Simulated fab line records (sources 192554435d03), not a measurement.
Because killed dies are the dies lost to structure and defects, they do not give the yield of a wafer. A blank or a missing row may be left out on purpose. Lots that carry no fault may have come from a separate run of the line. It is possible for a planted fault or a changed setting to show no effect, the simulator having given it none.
fab line records + flow n5-finfet
record:
- lots: 7
- wafers: 39
route steps=1938 shown BEOL_M12@1602 MIM_BOT@1833 PAD_METAL@1896 PASSIVATION@1897
start-h: start of the lot's first displayed wafer, in hours after the record's first day + wait-h: how many hours have passed since the lot's step before this one + " the same as in the row above + L1.1+2: one row covering several wafers at once + - no value present, or no start provided + * or withheld: withheld + < > ~ a bound
route shown NAME@n: names a module that has steps shown in the file, with the first one's number in the route + usual: the fault-free wafers' mean and standard deviation + same: alike in all rows + chamber/n: place in a boat + sites: per-site readings + _std_site: their standard deviation + _edge_site: the outer-site mean with the inner-site mean subtracted + radius-mm: how far each site lies from the wafer's centre + mask NAME#n: copy n + behind: tool/chamber where the wafer was last shaped + hold: why the lot was held/for how many hours/how that ended + device: names the non-switching transistor (n, p or np) + end of line: the route-end tests of the same wafers + a step without rows: its recipe alone + killed: the dies lost at the first sort to structure and to defects; this is not the yield of the wafer + map: a wafer's dies, marking killed ones x, the rest . and places with no die _
set.NAME: setting as actually run; set.NAME@STEP: the setting as run at that earlier step + model.NAME: the simulator's own value behind a step, which no gauge read
one table per step and one row per wafer, for lots whose settings were changed on purpose
== steps ==
step: N5_BEOL_M12_ILD_DEP_00
recipe:
- material: SiOC
- target-thk-a: 6589.2
- temp-c: 350
- precursor: DEMS/O2
- pressure-torr: 5
- rf-w: 500
- time-s: 130.7
| lot.wafer | tool     | chamber | start-h | wait-h | set.target-thk-a | model.SiOC_of_BEOL_M12_ILD_DEP_00.thk-nm |
|-----------|----------|---------|---------|--------|------------------|------------------------------------------|
| L074.1    | pecvd-02 | 0       | 234.89  | 0.0    | 6589.2           | 669.8                                    |
| L074.2    | "        | 2       | "       | "      | 6589.2           | 653.6                                    |
| L074.3    | "        | 1       | "       | "      | 6589.2           | 650.2                                    |
| L074.4    | "        | 2       | "       | "      | 6589.2           | 660.4                                    |
| L074.5    | "        | 0       | "       | "      | 6589.2           | 663.4                                    |
| L074.6    | "        | 1       | "       | "      | 6589.2           | 658                                      |
| L077.1    | pecvd-02 | 2       | 252.05  | 0.0    | 6589.2           | 662.4                                    |
| L077.2    | "        | 1       | "       | "      | 6589.2           | 653                                      |
| L077.3    | "        | 0       | "       | "      | 6589.2           | 659.4                                    |
| L077.4    | "        | 0       | "       | "      | 6589.2           | 669                                      |
| L077.5    | "        | 2       | "       | "      | 6589.2           | 662.8                                    |
| L077.6    | "        | 1       | "       | "      | 6589.2           | 665                                      |
| L080.2    | pecvd-04 | 0       | 257.40  | 0.0    | 6589.2           | 642.8                                    |
| L080.3    | "        | 1       | "       | "      | 6589.2           | 655                                      |
| L080.6    | "        | 2       | "       | "      | 6589.2           | 665                                      |
| L082.1    | pecvd-01 | 1       | 276.50  | 0.0    | 2869             | 282.6                                    |
| L082.2    | "        | 0       | "       | "      | 6589.2           | 652.8                                    |
| L082.3    | "        | 2       | "       | "      | 2869             | 280.8                                    |
| L082.4    | "        | 2       | "       | "      | 6589.2           | 657.2                                    |
| L082.5    | "        | 0       | "       | "      | 2869             | 288.8                                    |
| L082.6    | "        | 1       | "       | "      | 6589.2           | 657.6                                    |
| L088.1    | pecvd-02 | 1       | 304.09  | 0.0    | 5352             | 521                                      |
| L088.2    | "        | 0       | "       | "      | 6589.2           | 655.6                                    |
| L088.3    | "        | 2       | "       | "      | 5352             | 524                                      |
| L088.4    | "        | 2       | "       | "      | 6589.2           | 657.4                                    |
| L088.5    | "        | 0       | "       | "      | 5352             | 534                                      |
| L088.6    | "        | 1       | "       | "      | 6589.2           | 662.4                                    |
| L095.1    | pecvd-01 | 1       | 362.05  | 0.0    | 6589.2           | 650.6                                    |
| L095.2    | "        | 0       | "       | "      | 5063             | 499                                      |
| L095.3    | "        | 2       | "       | "      | 6589.2           | 646                                      |
| L095.4    | "        | 1       | "       | "      | 6589.2           | 658.8                                    |
| L095.5    | "        | 0       | "       | "      | 5063             | 505.2                                    |
| L095.6    | "        | 2       | "       | "      | 5063             | 503.2                                    |
| L096.1    | pecvd-02 | 2       | 387.86  | 0.0    | 6589.2           | 645.6                                    |
| L096.2    | "        | 0       | "       | "      | 8588             | 848.6                                    |
| L096.3    | "        | 1       | "       | "      | 8588             | 856                                      |
| L096.4    | "        | 2       | "       | "      | 8588             | 859.6                                    |
| L096.5    | "        | 0       | "       | "      | 6589.2           | 660.8                                    |
| L096.6    | "        | 1       | "       | "      | 6589.2           | 662                                      |
step: N5_BEOL_M12_THK_MEAS_01
recipe:
- reads: SiOC_of_BEOL_M12_ILD_DEP_00
usual:
- M12_ILD_THK: 657/7.8
| lot.wafer | tool          | chamber | start-h | wait-h | set.target-thk-a@BEOL_M12_ILD_DEP_00 | M12_ILD_THK[nm] |
|-----------|---------------|---------|---------|--------|--------------------------------------|-----------------|
| L074.1    | film-metro-01 | -       | 235.03  | 0.1    | 6589.2                               | 670             |
| L074.2    | "             | -       | "       | "      | 6589.2                               | 654             |
| L074.3    | "             | -       | "       | "      | 6589.2                               | 650             |
| L074.4    | "             | -       | "       | "      | 6589.2                               | 661             |
| L074.5    | "             | -       | "       | "      | 6589.2                               | 663             |
| L074.6    | "             | -       | "       | "      | 6589.2                               | 658             |
| L077.1    | film-metro-01 | -       | 252.18  | 0.1    | 6589.2                               | 663             |
| L077.2    | "             | -       | "       | "      | 6589.2                               | 653             |
| L077.3    | "             | -       | "       | "      | 6589.2                               | 659             |
| L077.4    | "             | -       | "       | "      | 6589.2                               | 669             |
| L077.5    | "             | -       | "       | "      | 6589.2                               | 662             |
| L077.6    | "             | -       | "       | "      | 6589.2                               | 665             |
| L080.2    | film-metro-02 | -       | 257.54  | 0.1    | 6589.2                               | 642             |
| L080.3    | "             | -       | "       | "      | 6589.2                               | 655             |
| L080.6    | "             | -       | "       | "      | 6589.2                               | 665             |
| L082.1    | film-metro-01 | -       | 276.63  | 0.1    | 2869                                 | 283             |
| L082.2    | "             | -       | "       | "      | 6589.2                               | 653             |
| L082.3    | "             | -       | "       | "      | 2869                                 | 281             |
| L082.4    | "             | -       | "       | "      | 6589.2                               | 658             |
| L082.5    | "             | -       | "       | "      | 2869                                 | 289             |
| L082.6    | "             | -       | "       | "      | 6589.2                               | 657             |
| L088.1    | film-metro-02 | -       | 304.22  | 0.1    | 5352                                 | 521             |
| L088.2    | "             | -       | "       | "      | 6589.2                               | 656             |
| L088.3    | "             | -       | "       | "      | 5352                                 | 524             |
| L088.4    | "             | -       | "       | "      | 6589.2                               | 657             |
| L088.5    | "             | -       | "       | "      | 5352                                 | 534             |
| L088.6    | "             | -       | "       | "      | 6589.2                               | 662             |
| L095.1    | film-metro-02 | -       | 362.18  | 0.1    | 6589.2                               | 651             |
| L095.2    | "             | -       | "       | "      | 5063                                 | 499             |
| L095.3    | "             | -       | "       | "      | 6589.2                               | 646             |
| L095.4    | "             | -       | "       | "      | 6589.2                               | 659             |
| L095.5    | "             | -       | "       | "      | 5063                                 | 505             |
| L095.6    | "             | -       | "       | "      | 5063                                 | 503             |
| L096.1    | film-metro-01 | -       | 387.99  | 0.1    | 6589.2                               | 646             |
| L096.2    | "             | -       | "       | "      | 8588                                 | 849             |
| L096.3    | "             | -       | "       | "      | 8588                                 | 856             |
| L096.4    | "             | -       | "       | "      | 8588                                 | 859             |
| L096.5    | "             | -       | "       | "      | 6589.2                               | 661             |
| L096.6    | "             | -       | "       | "      | 6589.2                               | 663             |
step: N5_BEOL_M12_COAT_58
recipe:
- resist: BARC
- temp-c: 205
- time-s: 60
- spin-rpm: 1500
- resist-thk-nm: 89
step: N5_BEOL_M12_COAT_04
recipe:
- spin-rpm: 1625
- resist-thk-nm: 400
step: N5_BEOL_M12_DESCUM_15
recipe:
- chemistry: O2
- time-s: 7.9
- source-power-w: 50
- bias-power-w: 20
- pressure-mtorr: 20
- rf-frequency-hz: 2.712e+07
- temp-c: 40
- o2-flow-sccm: 225
step: N5_BEOL_M12_ETCH_59
recipe:
- chemistry: N2/H2
- target: BARC
- target-depth-a: 890
- overetch-a: 267
- time-s: 67.9
- ion-energy-ev: 200
- pressure-mtorr: 30
- source-w: 840
- bias-w: 150
- n2-flow-sccm: 200
- h2-flow-sccm: 200
step: N5_BEOL_M12_VIA_ETCH_16
recipe:
- chemistry: C4F8/O2/Ar
- target: SiOC
- pressure-mtorr: 30
- source-w: 3000
- bias-w: 700
- Ar_flow_sccm: 400
- C4F8_flow_sccm: 15
- O2_flow_sccm: 8
- he-inner-torr: 15
- he-outer-torr: 30
- target-depth-a: 7248
- time-s: withheld
- ion-energy-ev: 250
- ends: cleared
| lot.wafer | tool        | chamber | start-h | wait-h | set.target-thk-a@BEOL_M12_ILD_DEP_00 | model.etch.depth-nm | model.coat_of_BEOL_M12_COAT_04.thk-nm |
|-----------|-------------|---------|---------|--------|--------------------------------------|---------------------|---------------------------------------|
| L074.1    | rie-diel-01 | 0       | 235.50  | 0.0    | 6589.2                               | 669.8               | 119                                   |
| L074.2    | "           | 1       | "       | "      | 6589.2                               | 653.7               | 124.2                                 |
| L074.3    | "           | 2       | "       | "      | 6589.2                               | 650.3               | 125.4                                 |
| L074.4    | "           | 2       | "       | "      | 6589.2                               | 660.5               | 124.8                                 |
| L074.5    | "           | 0       | "       | "      | 6589.2                               | 663.3               | 122                                   |
| L074.6    | "           | 1       | "       | "      | 6589.2                               | 658.1               | 123                                   |
| L077.1    | rie-diel-03 | 2       | 252.66  | 0.0    | 6589.2                               | 662.5               | 122.4                                 |
| L077.2    | "           | 3       | "       | "      | 6589.2                               | 652.9               | 128.4                                 |
| L077.3    | "           | 1       | "       | "      | 6589.2                               | 659.3               | 124.8                                 |
| L077.4    | "           | 0       | "       | "      | 6589.2                               | 668.9               | 121.8                                 |
| L077.5    | "           | 1       | "       | "      | 6589.2                               | 662.8               | 123.8                                 |
| L077.6    | "           | 2       | "       | "      | 6589.2                               | 665                 | 120.8                                 |
| L080.2    | rie-diel-01 | 1       | 258.18  | 0.1    | 6589.2                               | 642.8               | 126                                   |
| L080.3    | "           | 1       | "       | "      | 6589.2                               | 655.1               | 122.4                                 |
| L080.6    | "           | 1       | "       | "      | 6589.2                               | 665                 | 118.6                                 |
| L082.1    | rie-diel-05 | 1       | 277.12  | 0.0    | 2869                                 | 282.7               | 231.6                                 |
| L082.2    | "           | 2       | "       | "      | 6589.2                               | 652.8               | 123.6                                 |
| L082.3    | "           | 0       | "       | "      | 2869                                 | 280.8               | 236                                   |
| L082.4    | "           | 3       | "       | "      | 6589.2                               | 657.3               | 121                                   |
| L082.5    | "           | 3       | "       | "      | 2869                                 | 288.8               | 230.2                                 |
| L082.6    | "           | 0       | "       | "      | 6589.2                               | 657.6               | 122.2                                 |
| L088.1    | rie-diel-01 | 0       | 304.92  | 0.0    | 5352                                 | 520.9               | 163                                   |
| L088.2    | "           | 2       | "       | "      | 6589.2                               | 655.6               | 125.6                                 |
| L088.3    | "           | 1       | "       | "      | 5352                                 | 524.1               | 162                                   |
| L088.4    | "           | 3       | "       | "      | 6589.2                               | 657.5               | 123.8                                 |
| L088.5    | "           | 3       | "       | "      | 5352                                 | 534                 | 160.4                                 |
| L088.6    | "           | 0       | "       | "      | 6589.2                               | 662.4               | 121.6                                 |
| L095.1    | rie-diel-01 | 1       | 362.67  | 0.0    | 6589.2                               | 650.7               | 124.8                                 |
| L095.2    | "           | 2       | "       | "      | 5063                                 | 499                 | 169.6                                 |
| L095.3    | "           | 0       | "       | "      | 6589.2                               | 645.9               | 127.6                                 |
| L095.4    | "           | 1       | "       | "      | 6589.2                               | 658.7               | 122.8                                 |
| L095.5    | "           | 0       | "       | "      | 5063                                 | 505.3               | 168.2                                 |
| L095.6    | "           | 2       | "       | "      | 5063                                 | 503.1               | 170                                   |
| L096.1    | rie-diel-05 | 0       | 389.16  | 0.0    | 6589.2                               | 645.7               | 125.2                                 |
| L096.2    | "           | 3       | "       | "      | 8588                                 | 848.7               | 63.4                                  |
| L096.3    | "           | 1       | "       | "      | 8588                                 | 856                 | 62.6                                  |
| L096.4    | "           | 2       | "       | "      | 8588                                 | 859.6               | 61.6                                  |
| L096.5    | "           | 2       | "       | "      | 6589.2                               | 660.8               | 122                                   |
| L096.6    | "           | 3       | "       | "      | 6589.2                               | 662                 | 119                                   |
step: N5_BEOL_M12_STRIP_63
recipe:
- chemistry: N2/H2
- power-w: 1000
- temp-c: 250
- h2-frac: 0.65
- overash-fraction: 0.3
- pressure-mtorr: 1000
- n2-flow-sccm: 1750
- h2-flow-sccm: 3250
usual:
- oes-product-au: 0.693/0.0046
- strip-time-to-endpoint-s: 42.7/0.7
| lot.wafer | tool            | chamber | start-h | wait-h | set.target-thk-a@BEOL_M12_ILD_DEP_00 | oes-product-au | strip-time-to-endpoint-s |
|-----------|-----------------|---------|---------|--------|--------------------------------------|----------------|--------------------------|
| L074.1    | plasma-asher-02 | 1       | 235.70  | -      | 6589.2                               | 0.688          | 41.4                     |
| L074.2    | "               | 0       | "       | "      | 6589.2                               | 0.693          | 42.8                     |
| L074.3    | "               | 1       | "       | "      | 6589.2                               | 0.702          | 43.1                     |
| L074.4    | "               | 0       | "       | "      | 6589.2                               | 0.692          | 43.0                     |
| L074.5    | "               | 0       | "       | "      | 6589.2                               | 0.691          | 42.2                     |
| L074.6    | "               | 1       | "       | "      | 6589.2                               | 0.696          | 42.5                     |
| L077.1    | plasma-asher-02 | 1       | 252.85  | -      | 6589.2                               | 0.689          | 42.3                     |
| L077.2    | "               | 0       | "       | "      | 6589.2                               | 0.690          | 43.9                     |
| L077.3    | "               | 1       | "       | "      | 6589.2                               | 0.701          | 42.9                     |
| L077.4    | "               | 0       | "       | "      | 6589.2                               | 0.695          | 42.2                     |
| L077.5    | "               | 1       | "       | "      | 6589.2                               | 0.686          | 42.7                     |
| L077.6    | "               | 0       | "       | "      | 6589.2                               | 0.692          | 41.9                     |
| L080.2    | plasma-asher-02 | 1       | 258.47  | -      | 6589.2                               | 0.692          | 43.3                     |
| L080.3    | "               | 0       | "       | "      | 6589.2                               | 0.692          | 42.3                     |
| L080.6    | "               | 0       | "       | "      | 6589.2                               | 0.693          | 41.3                     |
| L082.1    | plasma-asher-01 | 0       | 277.32  | -      | 2869                                 | 0.854          | 70.7                     |
| L082.2    | "               | 1       | "       | "      | 6589.2                               | 0.688          | 42.7                     |
| L082.3    | "               | 0       | "       | "      | 2869                                 | 0.862          | 71.8                     |
| L082.4    | "               | 1       | "       | "      | 6589.2                               | 0.695          | 41.9                     |
| L082.5    | "               | 0       | "       | "      | 2869                                 | 0.857          | 70.3                     |
| L082.6    | "               | 1       | "       | "      | 6589.2                               | 0.696          | 42.3                     |
| L088.1    | plasma-asher-01 | 0       | 305.12  | -      | 5352                                 | 0.702          | 53.1                     |
| L088.2    | "               | 1       | "       | "      | 6589.2                               | 0.689          | 43.2                     |
| L088.3    | "               | 0       | "       | "      | 5352                                 | 0.704          | 52.8                     |
| L088.4    | "               | 1       | "       | "      | 6589.2                               | 0.695          | 42.7                     |
| L088.5    | "               | 0       | "       | "      | 5352                                 | 0.703          | 52.4                     |
| L088.6    | "               | 1       | "       | "      | 6589.2                               | 0.685          | 42.1                     |
| L095.1    | plasma-asher-02 | 1       | 362.87  | -      | 6589.2                               | 0.693          | 43.0                     |
| L095.2    | "               | 0       | "       | "      | 5063                                 | 0.709          | 54.8                     |
| L095.3    | "               | 1       | "       | "      | 6589.2                               | 0.693          | 43.7                     |
| L095.4    | "               | 0       | "       | "      | 6589.2                               | 0.690          | 42.4                     |
| L095.5    | "               | 1       | "       | "      | 5063                                 | 0.706          | 54.5                     |
| L095.6    | "               | 0       | "       | "      | 5063                                 | 0.712          | 54.9                     |
| L096.1    | plasma-asher-02 | 1       | 389.36  | -      | 6589.2                               | 0.695          | 43.1                     |
| L096.2    | "               | 0       | "       | "      | 8588                                 | 0.672          | 25.7                     |
| L096.3    | "               | 0       | "       | "      | 8588                                 | 0.670          | 25.5                     |
| L096.4    | "               | 1       | "       | "      | 8588                                 | 0.663          | 25.1                     |
| L096.5    | "               | 0       | "       | "      | 6589.2                               | 0.693          | 42.2                     |
| L096.6    | "               | 1       | "       | "      | 6589.2                               | 0.700          | 41.4                     |
step: N5_MIM_BOT_SPUTTER_00
recipe:
- material: TiN
- target-thk-a: 350
- temp-c: 200
- power-w: 3000
- chamber-pressure-pa: 0.49996
- gas: Ar
- reactive-partial-pa: 0.37997
- time-s: 89.7
| lot.wafer  | tool           | chamber | start-h | wait-h | set.target-thk-a | model.TiN_of_MIM_BOT_SPUTTER_00.thk-nm |
|------------|----------------|---------|---------|--------|------------------|----------------------------------------|
| L074.1+4   | pvd-sputter-01 | -       | 259.26  | 0.0    | 477.1            | 47.6                                   |
| L074.2     | "              | -       | "       | "      | 350              | 34.4                                   |
| L074.3     | "              | -       | "       | "      | 350              | 35                                     |
| L074.5     | "              | -       | "       | "      | 350              | 34.6                                   |
| L074.6     | "              | -       | "       | "      | 477.1            | 47.4                                   |
| L077.1     | pvd-sputter-01 | -       | 279.07  | 0.0    | 489.5            | 48.8                                   |
| L077.2+3   | "              | -       | "       | "      | 489.5            | 49.6                                   |
| L077.4     | "              | -       | "       | "      | 350              | 35.4                                   |
| L077.5     | "              | -       | "       | "      | 350              | 35.2                                   |
| L077.6     | "              | -       | "       | "      | 350              | 35.6                                   |
| L080.2+6   | pvd-sputter-02 | -       | 282.52  | 0.0    | 350              | 35.6                                   |
| L080.3     | "              | -       | "       | "      | 350              | 35.4                                   |
| L082.1+6   | pvd-sputter-01 | -       | 299.90  | 0.0    | 350              | 35                                     |
| L082.2+4+5 | "              | -       | "       | "      | 350              | 34.6                                   |
| L082.3     | "              | -       | "       | "      | 350              | 34.8                                   |
| L088.1     | pvd-sputter-01 | -       | 326.34  | 0.0    | 350              | 35.4                                   |
| L088.2     | "              | -       | "       | "      | 212.2            | 21.8                                   |
| L088.3     | "              | -       | "       | "      | 350              | 35.6                                   |
| L088.4     | "              | -       | "       | "      | 350              | 35.2                                   |
| L088.5     | "              | -       | "       | "      | 212.2            | 21.2                                   |
| L088.6     | "              | -       | "       | "      | 212.2            | 21.6                                   |
| L095.1     | pvd-sputter-03 | -       | 400.89  | 0.0    | 350              | 34.6                                   |
| L095.2     | "              | -       | "       | "      | 350              | 34.8                                   |
| L095.3     | "              | -       | "       | "      | 350              | 34.4                                   |
| L095.4     | "              | -       | "       | "      | 350              | 35.2                                   |
| L095.5+6   | "              | -       | "       | "      | 350              | 35                                     |
| L096.1+6   | pvd-sputter-03 | -       | 421.76  | 0.0    | 269.4            | 26.8                                   |
| L096.2     | "              | -       | "       | "      | 269.4            | 27                                     |
| L096.3     | "              | -       | "       | "      | 350              | 35.4                                   |
| L096.4     | "              | -       | "       | "      | 350              | 35.2                                   |
| L096.5     | "              | -       | "       | "      | 350              | 35                                     |
step: N5_PASSIVATION_AL_DEP_21
recipe:
- material: Al
- target-thk-a: 28000
- temp-c: 400
- time-s: 170
- power-w: 30000
- chamber-pressure-pa: 0.4
- gas: Ar
| lot.wafer | tool           | chamber | start-h | wait-h | set.target-thk-a | model.Al_of_PASSIVATION_AL_DEP_21.thk-nm |
|-----------|----------------|---------|---------|--------|------------------|------------------------------------------|
| L074.1    | pvd-sputter-03 | -       | 265.57  | 0.1    | 28000            | 2811                                     |
| L074.2    | "              | -       | "       | "      | 28000            | 2784                                     |
| L074.3    | "              | -       | "       | "      | 42450            | 4230                                     |
| L074.4    | "              | -       | "       | "      | 42450            | 4244                                     |
| L074.5    | "              | -       | "       | "      | 42450            | 4221                                     |
| L074.6    | "              | -       | "       | "      | 28000            | 2774                                     |
| L077.1    | pvd-sputter-02 | -       | 285.85  | 0.1    | 43450            | 4268                                     |
| L077.2    | "              | -       | "       | "      | 43450            | 4307                                     |
| L077.3    | "              | -       | "       | "      | 28000            | 2799                                     |
| L077.4    | "              | -       | "       | "      | 28000            | 2705                                     |
| L077.5    | "              | -       | "       | "      | 28000            | 2748                                     |
| L077.6    | "              | -       | "       | "      | 43450            | 4314                                     |
| L080.2    | pvd-sputter-01 | -       | 288.62  | 0.1    | 28000            | 2786                                     |
| L080.3    | "              | -       | "       | "      | 28000            | 2832                                     |
| L080.6    | "              | -       | "       | "      | 28000            | 2824                                     |
| L082.1    | pvd-sputter-03 | -       | 308.82  | 0.1    | 41670            | 4152                                     |
| L082.2    | "              | -       | "       | "      | 28000            | 2810                                     |
| L082.3    | "              | -       | "       | "      | 28000            | 2821                                     |
| L082.4    | "              | -       | "       | "      | 41670            | 4178                                     |
| L082.5    | "              | -       | "       | "      | 41670            | 4159                                     |
| L082.6    | "              | -       | "       | "      | 28000            | 2794                                     |
| L088.1    | pvd-sputter-01 | -       | 331.88  | 0.1    | 28000            | 2828                                     |
| L088.2    | "              | -       | "       | "      | 15510            | 1619                                     |
| L088.3    | "              | -       | "       | "      | 15510            | 1618                                     |
| L088.4    | "              | -       | "       | "      | 28000            | 2840                                     |
| L088.5    | "              | -       | "       | "      | 15510            | 1594                                     |
| L088.6    | "              | -       | "       | "      | 28000            | 2810                                     |
| L095.1    | pvd-sputter-03 | -       | 406.99  | 0.1    | 28000            | 2778                                     |
| L095.2    | "              | -       | "       | "      | 28000            | 2772                                     |
| L095.3    | "              | -       | "       | "      | 41210            | 4098                                     |
| L095.4    | "              | -       | "       | "      | 28000            | 2788                                     |
| L095.5    | "              | -       | "       | "      | 41210            | 4103                                     |
| L095.6    | "              | -       | "       | "      | 41210            | 4107                                     |
| L096.1    | pvd-sputter-02 | -       | 428.71  | 0.1    | 41170            | 4119                                     |
| L096.2    | "              | -       | "       | "      | 41170            | 4082                                     |
| L096.3    | "              | -       | "       | "      | 28000            | 2826                                     |
| L096.4    | "              | -       | "       | "      | 28000            | 2753                                     |
| L096.5    | "              | -       | "       | "      | 41170            | 4091                                     |
| L096.6    | "              | -       | "       | "      | 28000            | 2808                                     |
step: N5_PASSIVATION_HMDS_23
recipe:
- time-s: 60
- temp-c: 120
step: N5_PASSIVATION_COAT_24
recipe:
- spin-rpm: 3000
- resist-thk-nm: withheld
step: N5_PASSIVATION_DESCUM_32
recipe:
- chemistry: O2
- time-s: 7.9
- source-power-w: 50
- bias-power-w: 20
- pressure-mtorr: 20
- rf-frequency-hz: 2.712e+07
- temp-c: 40
- o2-flow-sccm: 225
step: N5_PASSIVATION_AL_ETCH_33
recipe:
- chemistry: Cl2/BCl3
- target-depth-a: 28000
- over-etch-frac: 0.15
- Cl2_flow_sccm: 180
- bcl3-flow-sccm: 60
- target: Al
- stop-on: TaN
- time-s: 466.7
- ion-energy-ev: 100
- pressure-mtorr: 10
- icp-w: 900
- bias-w: 100
step: N5_PASSIVATION_ETCH_59
recipe:
- chemistry: Cl2/BCl3
- target: TaN
- target-depth-a: 650
- time-s: 34.9
- ion-energy-ev: 100
- pressure-mtorr: 10
- icp-w: 900
- bias-w: 100
- Cl2_flow_sccm: 60
- bcl3-flow-sccm: 30
usual:
- oes-product-au: 0.72/0.083
| lot.wafer | tool         | chamber | start-h | wait-h | set.target-thk-a@PASSIVATION_AL_DEP_21 | oes-product-au |
|-----------|--------------|---------|---------|--------|----------------------------------------|----------------|
| L074.1    | rie-metal-01 | 0       | 266.74  | 0.3    | 28000                                  | 0.62           |
| L074.2    | "            | 1       | "       | "      | 28000                                  | 0.67           |
| L074.3    | "            | 1       | "       | "      | 42450                                  | 0.18           |
| L074.4    | "            | 0       | "       | "      | 42450                                  | 0.17           |
| L074.5    | "            | 0       | "       | "      | 42450                                  | 0.17           |
| L074.6    | "            | 1       | "       | "      | 28000                                  | 0.67           |
| L077.1    | rie-metal-03 | 1       | 286.91  | 0.3    | 43450                                  | 0.21           |
| L077.2    | "            | 0       | "       | "      | 43450                                  | 0.19           |
| L077.3    | "            | 0       | "       | "      | 28000                                  | 0.70           |
| L077.4    | "            | 1       | "       | "      | 28000                                  | 0.79           |
| L077.5    | "            | 1       | "       | "      | 28000                                  | 0.79           |
| L077.6    | "            | 0       | "       | "      | 43450                                  | 0.19           |
| L080.2    | rie-metal-03 | 0       | 290.25  | 0.3    | 28000                                  | 0.71           |
| L080.3    | "            | 1       | "       | "      | 28000                                  | 0.78           |
| L080.6    | "            | 0       | "       | "      | 28000                                  | 0.70           |
| L082.1    | rie-metal-01 | 1       | 309.87  | 0.3    | 41670                                  | 0.18           |
| L082.2    | "            | 0       | "       | "      | 28000                                  | 0.61           |
| L082.3    | "            | 0       | "       | "      | 28000                                  | 0.61           |
| L082.4    | "            | 1       | "       | "      | 41670                                  | 0.18           |
| L082.5    | "            | 0       | "       | "      | 41670                                  | 0.17           |
| L082.6    | "            | 1       | "       | "      | 28000                                  | 0.65           |
| L088.1    | rie-metal-03 | 1       | 332.94  | 0.3    | 28000                                  | 0.78           |
| L088.2    | "            | 0       | "       | "      | 15510                                  | 0.69           |
| L088.3    | "            | 1       | "       | "      | 15510                                  | 0.79           |
| L088.4    | "            | 0       | "       | "      | 28000                                  | 0.70           |
| L088.5    | "            | 0       | "       | "      | 15510                                  | 0.69           |
| L088.6    | "            | 1       | "       | "      | 28000                                  | 0.79           |
| L095.1    | rie-metal-03 | 1       | 408.16  | 0.3    | 28000                                  | 0.76           |
| L095.2    | "            | 0       | "       | "      | 28000                                  | 0.67           |
| L095.3    | "            | 1       | "       | "      | 41210                                  | 0.21           |
| L095.4    | "            | 0       | "       | "      | 28000                                  | 0.68           |
| L095.5    | "            | 1       | "       | "      | 41210                                  | 0.20           |
| L095.6    | "            | 0       | "       | "      | 41210                                  | 0.18           |
| L096.1    | rie-metal-02 | 0       | 429.88  | 0.3    | 41170                                  | 0.18           |
| L096.2    | "            | 1       | "       | "      | 41170                                  | 0.22           |
| L096.3    | "            | 1       | "       | "      | 28000                                  | 0.79           |
| L096.4    | "            | 0       | "       | "      | 28000                                  | 0.67           |
| L096.5    | "            | 0       | "       | "      | 41170                                  | 0.19           |
| L096.6    | "            | 1       | "       | "      | 28000                                  | 0.79           |
== key ==
split:
- step: N5_BEOL_M12_ILD_DEP_00
- setting: target-thk-a
- stated: 6589.2
- by: wafer
response:
- step: N5_BEOL_M12_ILD_DEP_00
- reading: model.SiOC_of_BEOL_M12_ILD_DEP_00.thk-nm
- change: +6.6
- per: 1%
- r: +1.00
response:
- step: N5_BEOL_M12_THK_MEAS_01
- reading: M12_ILD_THK
- change: +6.59
- per: 1%
- r: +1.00
response:
- step: N5_BEOL_M12_VIA_ETCH_16
- reading: model.etch.depth-nm
- change: +6.6
- per: 1%
- r: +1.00
response:
- step: N5_BEOL_M12_VIA_ETCH_16
- reading: model.coat_of_BEOL_M12_COAT_04.thk-nm
- change: -1.96
- per: 1%
- r: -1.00
response:
- step: N5_BEOL_M12_STRIP_63
- reading: oes-product-au
- change: -0.00215
- per: 1%
- r: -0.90
response:
- step: N5_BEOL_M12_STRIP_63
- reading: strip-time-to-endpoint-s
- change: *
- per: 1%
- r: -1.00
split:
- step: N5_MIM_BOT_SPUTTER_00
- setting: target-thk-a
- stated: 350
- by: wafer
response:
- step: N5_MIM_BOT_SPUTTER_00
- reading: model.TiN_of_MIM_BOT_SPUTTER_00.thk-nm
- change: +0.353
- per: 1%
- r: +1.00
split:
- step: N5_PASSIVATION_AL_DEP_21
- setting: target-thk-a
- stated: 28000
- by: wafer
response:
- step: N5_PASSIVATION_AL_DEP_21
- reading: model.Al_of_PASSIVATION_AL_DEP_21.thk-nm
- change: +27.8
- per: 1%
- r: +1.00
response:
- step: N5_PASSIVATION_ETCH_59
- reading: oes-product-au
- shape: bent
- at-lowest: 0.72
- at-stated: 0.71
- at-highest: 0.20
